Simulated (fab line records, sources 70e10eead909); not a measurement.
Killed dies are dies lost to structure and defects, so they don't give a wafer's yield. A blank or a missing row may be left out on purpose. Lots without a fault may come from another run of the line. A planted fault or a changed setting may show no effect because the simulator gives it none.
Chamber matching | flow nand_harc | NHARC_A_CHANNEL_HOLE_D2_DESCUM_15 on rie_diel-05: 4 sister chambers
The step chemistry O2, time 3 s. 20 wafers are shown with their chamber, then 10 later ones without.

WAFERS WITH THEIR CHAMBER
wafer  | chamber | showerhead_plenum_p_Torr (Torr) | drypump_motor_current_A (A) | throttle_valve_pct (%)
L075.1 | 0       | 1.96                            | 5.8                         | 11.316
L075.4 | 1       | 2.02                            | 5.4                         | 11.318
L075.6 | 1       | 2.02                            | 5.4                         | 11.320
L075.2 | 2       | 2.03                            | 5.5                         | 11.312
L075.3 | 3       | 1.83                            | 6.2                         | 11.307
L075.5 | 0       | 1.96                            | 5.8                         | 11.305
L074.3 | 3       | 1.83                            | 6.2                         | 11.305
L074.4 | 0       | 1.96                            | 5.8                         | 11.313
L074.5 | 3       | 1.83                            | 6.2                         | 11.304
L078.1 | 1       | 2.02                            | 5.3                         | 11.302
L078.2 | 2       | 2.03                            | 5.5                         | 11.288
L078.4 | 0       | 1.96                            | 5.8                         | 11.319
L079.2 | 1       | 2.01                            | 5.3                         | 11.309
L079.5 | 0       | 1.96                            | 5.8                         | 11.334
L079.6 | 3       | 1.83                            | 6.2                         | 11.307
L084.1 | 1       | 2.01                            | 5.3                         | 11.317
L084.3 | 3       | 1.82                            | 6.2                         | 11.311
L084.5 | 3       | 1.82                            | 6.1                         | 11.309
L087.1 | 2       | 2.03                            | 5.5                         | 11.305
L087.4 | 0       | 1.96                            | 5.8                         | 11.318

SIGNATURES (means of the wafers above)
reading                  | chamber 0 | chamber 1 | chamber 2 | chamber 3 | scatter within a chamber
showerhead_plenum_p_Torr | 1.9600    | 2.0160    | 2.0300    | 1.8267    | 0.00398
drypump_motor_current_A  | 5.800     | 5.340     | 5.500     | 6.183     | 0.0356
throttle_valve_pct       | 11.31750  | 11.31320  | 11.30167  | 11.30717  | 0.00798
Rule: a wafer's distance from a chamber is the root of the sum, over the readings, of the square of ((its reading less the chamber's mean) divided by the reading's scatter). The wafer belongs to the nearest chamber; if the next one is less than 2 further off, it can't be placed. The scatter: the root of (the sum of the squares of (reading less its chamber's mean) over the shown wafers, divided by (wafers less chambers)).

WAFERS WITHOUT THEIR CHAMBER
wafer  | showerhead_plenum_p_Torr (Torr) | drypump_motor_current_A (A) | throttle_valve_pct (%)
L087.6 | 1.82                            | 6.1                         | 11.319
L091.1 | 1.82                            | 6.2                         | 11.309
L091.2 | 2.03                            | 5.5                         | 11.313
L091.3 | 1.96                            | 5.8                         | 11.308
L096.1 | 1.82                            | 6.2                         | 11.297
L096.3 | 1.96                            | 5.8                         | 11.312
L096.6 | 1.82                            | 6.1                         | 11.321
L097.1 | 2.03                            | 5.5                         | 11.305
L097.2 | 2.01                            | 5.4                         | 11.302
L097.5 | 1.82                            | 6.2                         | 11.307

WHICH CHAMBER EACH WENT THROUGH
wafer  | from the rows above | in truth
L087.6 | 3                   | 3
L091.1 | 3                   | 3
L091.2 | 2                   | 2
L091.3 | 0                   | 0
L096.1 | 3                   | 3
L096.3 | 0                   | 0
L096.6 | 3                   | 3
L097.1 | 2                   | 2
L097.2 | 1                   | 1
L097.5 | 3                   | 3
Placed correctly: 10 of 10. Can't be placed from these rows: 0. Placed wrongly: 0.
